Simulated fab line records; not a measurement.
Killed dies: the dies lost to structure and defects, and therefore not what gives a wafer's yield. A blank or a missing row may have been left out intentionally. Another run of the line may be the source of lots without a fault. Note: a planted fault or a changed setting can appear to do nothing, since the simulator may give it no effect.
fab line records	flow n5Finfet
record lots=6	wafers=18	lastDay=20
route steps=1938 shown BEOL_M2@923 BEOL_M3@931 BEOL_M4@1111 PASSIVATION@1936
lots untouched by any fault: they come from a run of this same line in which no faults occurred
startH: the number of hours between the record's first day and the start of the first shown wafer of the lot	waitH: time in hours since the lot's previous step	" identical to the entry in the row above	L1.1+2: a single row standing in for several wafers	- no value, or no start given	* or withheld: withheld	< > ~ a bound
route shown NAME@n: NAME is a module with steps in the file, n the number in the route of the first one	usual: average and standard deviation across the fault-free wafers	same: alike in all rows	chamber/n: place in a boat	sites: per-site readings	_std_site: their standard deviation	_edge_site: the outer-site mean with the inner-site mean subtracted	radiusMm: for every site, how far away it sits from the centre of the wafer	mask NAME#n: copy n	behind: the most recent tool/chamber to have shaped the wafer	hold: why the lot went on hold/how many hours it stayed there/how the hold came to an end	device: transistor that didn't switch, given as n, p or np	end of line: the tests these same wafers got at the end of their route	for a step that has no rows: nothing shown but its recipe	killed: the dies lost at the first sort to structure and to defects; this is not the yield of the wafer	map: a wafer's dies, x killed, . not, _ none there
set.NAME: the setting the step ran with; set.NAME@STEP: the setting that earlier step ran with	model.NAME: the simulator's own value behind a step, which no gauge read
lots at selected steps of the route; one table per step, one row per wafer
services: a tool's chamber out of use, with start hour (startH, from the record's first day; less than 0 if before it), hours out, and reason
## steps
# step N5_BEOL_M2_CMP_52
# recipe stopOn=SiOC	tOverpolishS=6.8	downForcePsi=1	platenRpm=50	clearingPlatenDownForcePsi=1.5	clearingPlatenRpm=50	postCmpClean=cuAlkaline	targetThkNm=40	clearingPlatenPadVelocityMS=0.99484	padVelocityMS=0.99484
# usual barrierFieldEndpointS=24.9/0.61	headPressurePsi=1.0003/0.002	motorCurrentA=6.3/0.66	overpolishRunS=6.800/0.009	timeToEndpointS=64/3.3
lot.wafer	tool	chamber	startH	waitH	barrierFieldEndpointS	headPressurePsi	motorCurrentA	overpolishRunS	timeToEndpointS
L141.1	cmp-01	2	142.51	0.3	24.5	1.0014	6.3	6.797	63
L141.3	"	3	"	"	25.3	1.0005	5.4	6.804	65
L141.4	"	0	"	"	24.6	0.9994	5.5	6.812	62
L149.2	cmp-04	3	231.99	0.2	25.8	1.0027	6.4	6.799	66
L149.6	"	2	"	"	26.0	0.9995	5.8	6.807	67
L149.5	"	3	"	"	25.9	0.9982	6.3	6.804	64
L151.3	cmp-04	2	244.84	0.3	25.8	1.0033	5.9	6.798	70
L151.6	"	3	"	"	26.0	1.0029	6.5	6.801	69
L151.5	"	0	"	"	25.8	0.9970	6.3	6.809	68
L158.2	cmp-04	1	295.25	0.3	23.8	1.0027	6.2	6.799	57
L158.3	"	3	"	"	24.0	1.0021	6.5	6.795	59
L158.5	"	1	"	"	24.6	0.9999	6.5	6.801	57
L160.2	cmp-04	0	296.69	0.2	24.9	1.0020	5.8	6.801	62
L160.4	"	2	"	"	25.3	0.9968	6.0	6.797	61
L160.6	"	0	"	"	24.4	1.0036	6.4	6.797	62
L161.3	cmp-01	3	329.96	0.2	24.9	1.0022	5.6	6.817	62
L161.2	"	1	"	"	23.9	1.0002	6.7	6.779	60
L161.6	"	3	"	"	25.2	1.0011	5.7	6.812	62
# step N5_BEOL_M2_THK_MEAS_53
# recipe thkMeasGauge=xrf	reads=Cu_of_BEOL_M2_ECD_50
# usual M2_THK=40.2/1.3
lot.wafer	tool	chamber	startH	waitH	M2_THK[nm]
L141.1	filmMetro-01	-	142.77	-	38.2
L141.3	"	-	"	"	37.8
L141.4	"	-	"	"	39.1
L149.2	filmMetro-01	-	232.25	-	42.2
L149.5	"	-	"	"	40.5
L149.6	"	-	"	"	44.2
L151.3	filmMetro-02	-	245.02	-	43.3
L151.5	"	-	"	"	41.7
L151.6	"	-	"	"	41.8
L158.2	filmMetro-02	-	295.54	-	39.2
L158.3	"	-	"	"	37.9
L158.5	"	-	"	"	38.0
L160.2	filmMetro-01	-	296.98	-	39.2
L160.4	"	-	"	"	39.9
L160.6	"	-	"	"	41.2
L161.2	filmMetro-01	-	330.25	-	38.6
L161.3	"	-	"	"	39.7
L161.6	"	-	"	"	39.7
# step N5_BEOL_M2_PRE_CLEAN_60
# recipe gas=NH3/H2	timeS=15	tempC=*	rfPowerW=300
# usual heaterPowerW=85/18
lot.wafer	tool	chamber	startH	waitH	heaterPowerW
L141.1	cvdCo-02	1	142.81	0.0	118
L141.3	"	0	"	"	81
L141.4	"	1	"	"	120
L149.2	cvdCo-02	0	232.28	0.0	80
L149.5	"	2	"	"	61
L149.6	"	1	"	"	120
L151.3	cvdCo-01	1	245.06	0.0	89
L151.5	"	0	"	"	76
L151.6	"	2	"	"	83
L158.2	cvdCo-02	1	295.58	0.0	115
L158.3	"	0	"	"	81
L158.5	"	0	"	"	82
L160.2	cvdCo-02	2	297.02	0.0	61
L160.4	"	1	"	"	116
L160.6	"	2	"	"	62
L161.2	cvdCo-01	1	330.29	0.0	89
L161.3	"	0	"	"	73
L161.6	"	0	"	"	74
# step N5_BEOL_M2_CO_CAP_55
# recipe material=Co	targetThkA=20	tempC=200	precursor=CCTBA/H2	pressureTorr=30	timeS=102.1
# usual heaterPowerW=236/22
lot.wafer	tool	chamber	startH	waitH	heaterPowerW
L141.1	cvdCo-02	1	142.85	0.0	282
L141.3	"	0	"	"	231
L141.4	"	1	"	"	265
L149.2	cvdCo-02	0	232.32	0.0	232
L149.5	"	2	"	"	206
L149.6	"	1	"	"	282
L151.3	cvdCo-01	1	245.10	0.0	246
L151.5	"	0	"	"	217
L151.6	"	2	"	"	235
L158.2	cvdCo-02	1	295.62	0.0	278
L158.3	"	0	"	"	226
L158.5	"	0	"	"	233
L160.2	cvdCo-02	2	297.06	0.0	207
L160.4	"	1	"	"	275
L160.6	"	2	"	"	214
L161.2	cvdCo-01	1	330.33	0.0	243
L161.3	"	0	"	"	223
L161.6	"	0	"	"	222
# step N5_BEOL_M2_PRE_CLEAN_56
# recipe gas=NH3	timeS=15	tempC=withheld	rfPowerW=300
# step N5_BEOL_M2_DEP_57
# recipe material=SiCN	targetThkA=80	tempC=withheld	precursor=3MS/NH3	pressureTorr=3	rfW=202	timeS=14
# step N5_BEOL_M2_RS_MEAS_58
# recipe thkMeasGauge=four-point-probe	reads=Co_of_BEOL_M2_CO_CAP_55+Cu_of_BEOL_M2_ECD_50+Co_of_BEOL_M2_CVD_47+TaN_of_BEOL_M2_ALD_84
# usual M2_RS=0.672/0.028
lot.wafer	tool	chamber	startH	waitH	M2_RS[ohm/sq]
L141.1	filmMetro-02	-	143.06	0.1	0.717
L141.3	"	-	"	"	0.720
L141.4	"	-	"	"	0.691
L149.2	filmMetro-01	-	232.51	0.1	0.638
L149.5	"	-	"	"	0.671
L149.6	"	-	"	"	0.603
L151.3	filmMetro-01	-	245.28	0.1	0.612
L151.5	"	-	"	"	0.640
L151.6	"	-	"	"	0.635
L158.2	filmMetro-02	-	295.80	0.1	0.696
L158.3	"	-	"	"	0.726
L158.5	"	-	"	"	0.724
L160.2	filmMetro-01	-	297.25	0.1	0.692
L160.4	"	-	"	"	0.679
L160.6	"	-	"	"	0.654
L161.2	filmMetro-01	-	330.51	0.1	0.706
L161.3	"	-	"	"	0.679
L161.6	"	-	"	"	0.679
# step N5_BEOL_M2_INSPECT_59
# recipe inspectInstrument=darkfield	mode=postDep
# usual rawDefectCount=73/24
lot.wafer	tool	chamber	startH	waitH	rawDefectCount
L141.1	defectInspect-02	-	143.08	0.0	56
L141.3	"	-	"	"	76
L141.4	"	-	"	"	103
L149.2	defectInspect-01	-	232.53	0.0	72
L149.5	"	-	"	"	90
L149.6	"	-	"	"	38
L151.3	defectInspect-01	-	245.31	0.0	47
L151.5	"	-	"	"	81
L151.6	"	-	"	"	74
L158.2	defectInspect-01	-	295.83	0.0	61
L158.3	"	-	"	"	51
L158.5	"	-	"	"	75
L160.2	defectInspect-02	-	297.27	0.0	30
L160.4	"	-	"	"	78
L160.6	"	-	"	"	65
L161.2	defectInspect-01	-	330.54	0.0	59
L161.3	"	-	"	"	32
L161.6	"	-	"	"	50
# step N5_BEOL_M3_ILD_DEP_00
# recipe material=SiOC	targetThkA=790	tempC=350	precursor=DEMS/O2	pressureTorr=5	rfW=500	timeS=15.3
# step N5_BEOL_M3_THK_MEAS_01
# recipe reads=SiOC_of_BEOL_M3_ILD_DEP_00
# usual M3_ILD_THK=78.6/1
lot.wafer	tool	chamber	startH	waitH	M3_ILD_THK[nm]
L141.1	filmMetro-02	-	143.19	0.0	79.1
L141.3	"	-	"	"	78.7
L141.4	"	-	"	"	79.1
L149.2	filmMetro-01	-	232.64	0.1	77.1
L149.5	"	-	"	"	78.1
L149.6	"	-	"	"	78.2
L151.3	filmMetro-02	-	245.41	0.1	79.1
L151.5	"	-	"	"	79.9
L151.6	"	-	"	"	80.5
L158.2	filmMetro-02	-	295.93	0.1	76.6
L158.3	"	-	"	"	76.8
L158.5	"	-	"	"	78.3
L160.2	filmMetro-01	-	297.39	0.1	79.4
L160.4	"	-	"	"	80.7
L160.6	"	-	"	"	78.5
L161.2	filmMetro-02	-	330.64	0.1	78.3
L161.3	"	-	"	"	78.2
L161.6	"	-	"	"	80.2
# step N5_BEOL_M3_PECVD_72
# recipe material=SiO2	targetThkA=160	tempC=400	precursor=TEOS/O2	pressureTorr=5.5	rfW=450	teosFlowSccm=53.8	gas=O2	flowSccm=3000	timeS=18
# usual heaterPowerW=701/87	showerheadPlenumPTorr=8.84/0.095	throttleValvePct=22.4/1.4
lot.wafer	tool	chamber	startH	waitH	heaterPowerW	showerheadPlenumPTorr	throttleValvePct
L141.1	pecvd-02	0	143.23	0.0	537	8.92	21.7
L141.3	"	2	"	"	711	8.71	20.9
L141.4	"	0	"	"	545	8.92	21.9
L149.2	pecvd-04	2	232.67	0.0	768	8.85	21.3
L149.5	"	2	"	"	765	8.85	21.1
L149.6	"	0	"	"	661	8.97	23.0
L151.3	pecvd-04	0	245.45	0.0	578	8.98	22.9
L151.5	"	0	"	"	581	8.95	22.6
L151.6	"	1	"	"	676	8.84	24.8
L158.2	pecvd-04	2	295.97	0.0	718	8.85	21.6
L158.3	"	0	"	"	656	9.00	22.7
L158.5	"	0	"	"	684	8.98	22.8
L160.2	pecvd-03	1	297.42	0.0	859	8.69	23.3
L160.4	"	0	"	"	682	8.82	23.0
L160.6	"	1	"	"	869	8.70	23.1
L161.2	pecvd-03	2	330.68	0.0	667	8.70	20.2
L161.3	"	1	"	"	793	8.68	23.1
L161.6	"	1	"	"	796	8.68	23.1
# step N5_BEOL_M3_HM_DEP_02
# recipe material=TiN	targetThkA=200	tempC=25	chamberPressurePa=0.49996
# usual substrateTempC=25.00/0.12	throttleValvePct=29.4/1
lot.wafer	tool	chamber	startH	waitH	substrateTempC	throttleValvePct
L141.1	pvdSputter-01	-	144.11	0.9	24.86	31.2
L141.3	"	-	"	"	24.81	28.8
L141.4	"	-	"	"	25.02	29.8
L149.2	pvdSputter-03	-	232.73	0.0	25.18	29.1
L149.5	"	-	"	"	25.09	29.0
L149.6	"	-	"	"	24.91	27.8
L151.3	pvdSputter-01	-	246.75	1.3	24.98	28.6
L151.5	"	-	"	"	25.06	28.6
L151.6	"	-	"	"	25.11	28.3
L158.2	pvdSputter-01	-	297.06	1.1	25.09	29.8
L158.3	"	-	"	"	24.87	28.8
L158.5	"	-	"	"	24.97	31.1
L160.2	pvdSputter-01	-	302.54	5.1	25.19	31.2
L160.4	"	-	"	"	24.89	28.5
L160.6	"	-	"	"	25.06	28.4
L161.2	pvdSputter-01	-	330.74	0.0	24.94	31.4
L161.3	"	-	"	"	25.13	29.1
L161.6	"	-	"	"	24.76	30.1
# step N5_BEOL_M3_COAT_61
# recipe resist=SOC	tempC=250	timeS=60	spinRpm=1500	resistThkNm=60
# usual runLengthS=66.07/0.19
lot.wafer	tool	chamber	startH	waitH	runLengthS
L141.1	lithoTrack-03	0	144.23	0.1	66.07
L141.3	"	0	"	"	65.82
L141.4	"	0	"	"	66.07
L149.2	lithoTrack-03	0	232.86	0.1	66.31
L149.5	"	0	"	"	89.07
L149.6	"	0	"	"	65.86
L151.3	lithoTrack-03	0	246.88	0.1	88.95
L151.5	"	0	"	"	89.02
L151.6	"	0	"	"	65.94
L158.2	lithoTrack-02	0	297.18	0.1	66.15
L158.3	"	0	"	"	66.39
L158.5	"	0	"	"	66.17
L160.2	lithoTrack-05	0	302.67	0.1	65.95
L160.4	"	0	"	"	65.92
L160.6	"	0	"	"	65.87
L161.2	lithoTrack-02	0	330.86	0.1	66.19
L161.3	"	0	"	"	66.26
L161.6	"	0	"	"	66.24
# step N5_BEOL_M3_COAT_62
# recipe resist=SiARC	tempC=220	timeS=60	spinRpm=1500	resistThkNm=12
# step N5_BEOL_M4_RC_MEAS_101
# usual DIBL_N=36.5/1.2	DIBL_P=36.5/1.6	IOFF_N=0.162/0.023	IOFF_P=0.221/0.03	ION_N=678/8	ION_P=466/6.3	SS_N=71.6/0.46	SS_P=73.3/0.57	VT_N=249.2/2.6	VT_P=-249/3.3
lot.wafer	tool	chamber	startH	waitH	DIBL_N[mV/V]	DIBL_P[mV/V]	IOFF_N[nA/um]	IOFF_P[nA/um]	ION_N[uA/um]	ION_P[uA/um]	SS_N[mV/dec]	SS_P[mV/dec]	VT_N[mV]	VT_P[mV]
L141.1	prober-02	0	183.65	0.2	36.7	34.6	0.143	0.196	678	464	71.0	73.4	248.6	-251
L141.3	"	0	"	"	37.6	35.5	0.163	0.217	678	467	72.2	73.2	249.7	-251
L141.4	"	0	"	"	38.1	36.1	0.178	0.223	683	469	71.6	73.8	248.2	-249
L149.2	prober-02	0	257.49	0.2	36.9	37.1	0.175	0.222	688	464	71.4	73.4	249.1	-249
L149.5	"	0	"	"	36.6	37.1	0.172	0.214	688	464	71.4	73.7	248.2	-254
L149.6	"	0	"	"	36.4	36.7	0.159	0.211	670	462	71.0	73.2	250.0	-252
L151.3	prober-01	0	266.31	0.3	38.2	38.9	0.199	0.260	687	467	71.7	74.9	245.0	-247
L151.5	"	0	"	"	37.3	37.8	0.168	0.229	671	458	71.9	73.2	252.6	-250
L151.6	"	0	"	"	36.4	37.0	0.165	0.218	676	468	71.7	73.2	248.3	-251
L160.2	prober-02	0	324.31	0.2	37.0	36.9	0.177	0.254	684	472	71.3	73.1	247.8	-245
L160.4	"	0	"	"	37.1	37.4	0.184	0.257	686	476	71.3	72.9	246.6	-245
L160.6	"	0	"	"	39.0	39.8	0.244	0.318	707	482	71.8	74.6	244.1	-244
L158.2	prober-01	0	325.84	0.2	35.2	35.3	0.146	0.186	676	460	71.1	72.7	249.7	-253
L158.3	"	0	"	"	35.0	34.9	0.140	0.182	686	462	71.2	72.3	250.2	-253
L158.5	"	0	"	"	37.0	37.6	0.172	0.231	681	468	71.4	73.8	246.7	-250
L161.2	prober-01	0	364.69	0.2	38.4	36.8	0.175	0.215	679	463	72.2	73.7	247.2	-250
L161.3	"	0	"	"	36.3	34.5	0.132	0.182	666	456	71.5	73.0	251.7	-253
L161.6	"	0	"	"	36.9	35.7	0.151	0.199	680	465	71.8	73.7	248.9	-250
# step N5_PASSIVATION_PROBE_49
# usual defectLimitedYield=91.2/1.3	killed_at_M0_to_M3=34/9.2	killed_at_M4_up=14/5	killedAtContacts=13/6.7	killedAtFrontEnd=39/12	killedAtOther=4/3.3	killedDies=104/15	killedOpen=68/12	killedShort=34/7.5	sort_bin_5_function=5.2/0.87	sort_bin_6_memory=3.3/0.63	sortNPass=1076/15	sortYieldPct=91.2/1.3
# same grossDies=1180	killedAtBackSide=0	sort_bin_4_leakage[%]=0	sort_bin_8_speed[%]=0
lot.wafer	tool	chamber	startH	waitH	defectLimitedYield[%]	killed_at_M0_to_M3	killed_at_M4_up	killedAtContacts	killedAtFrontEnd	killedAtOther	killedDies	killedOpen	killedShort	sort_bin_5_function[%]	sort_bin_6_memory[%]	sortNPass	sortYieldPct[%]
L160.4	prober-01	-	435.76	0.2	92.5	29	20	10	29	1	89	66	19	4.5	3.0	1091	92.5
# killed by level:class
L160.4 STI_FIN_REVEAL:geometricParticle:open=15 BEOL_M4:geometricParticle:open=11 BEOL_M1:geometricParticle:open=9 MOL_CONTACT_COAG:geometricParticle:open=8 BEOL_M0_SAQP:geometricParticle:short=7 BEOL_M0_SAQP:geometricParticle:open=5 STI_FIN_REVEAL:geometricParticle:short=3 BEOL_M1:geometricParticle:short=3
## services
tool	chamber	startH	hours	kind
cvdCo-02	2	118.84	5.1	repair
cmp-04	-	123.36	5.2	pm
pvdSputter-01	-	127.38	0.8	repair
cmp-01	-	127.61	1.6	repair
pecvd-02	1	133.62	50.0	repair
cmp-04	-	136.81	1.7	repair
pecvd-04	0	137.29	5.8	repair
cvdCo-01	-	143.59	0.8	repair
pecvd-03	1	146.92	6.6	repair
cmp-04	-	149.20	4.0	pm
pecvd-04	2	151.83	10.6	repair
pecvd-02	0	169.29	4.4	repair
cmp-01	-	178.10	2.4	repair
cvdCo-01	-	195.89	6.0	pm
cvdCo-02	-	201.89	2.8	pm
cmp-04	-	211.44	3.1	repair
cvdCo-02	2	223.43	4.4	repair
cmp-01	-	232.38	5.4	pm
cmp-01	-	243.19	4.5	pm
cmp-04	-	262.70	6.1	pm
cmp-01	-	265.06	4.0	pm
cvdCo-01	-	266.85	28.1	pm
cmp-01	-	274.58	4.7	repair
pecvd-04	-	310.65	2.8	pm
## key
firstSign step=N5_BEOL_M3_COAT_61	reading=runLengthS	direction=up	sigmas=99+	usual=*	struck=*
effect none on later readings
metAt N5_BEOL_M3_COAT_61
struckWafers L149.5,L151.3,L151.5
onsetBetween 144.23 232.86
fault kind=processParameterDrift	tool=lithoTrack-03	chamber=-	onsetH=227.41	steps=N5_BEOL_M3_COAT_61	channel=timeS	offset=*	shape=step	endH=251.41	scope=struckWafersOnly	actsIn=*	stated=*
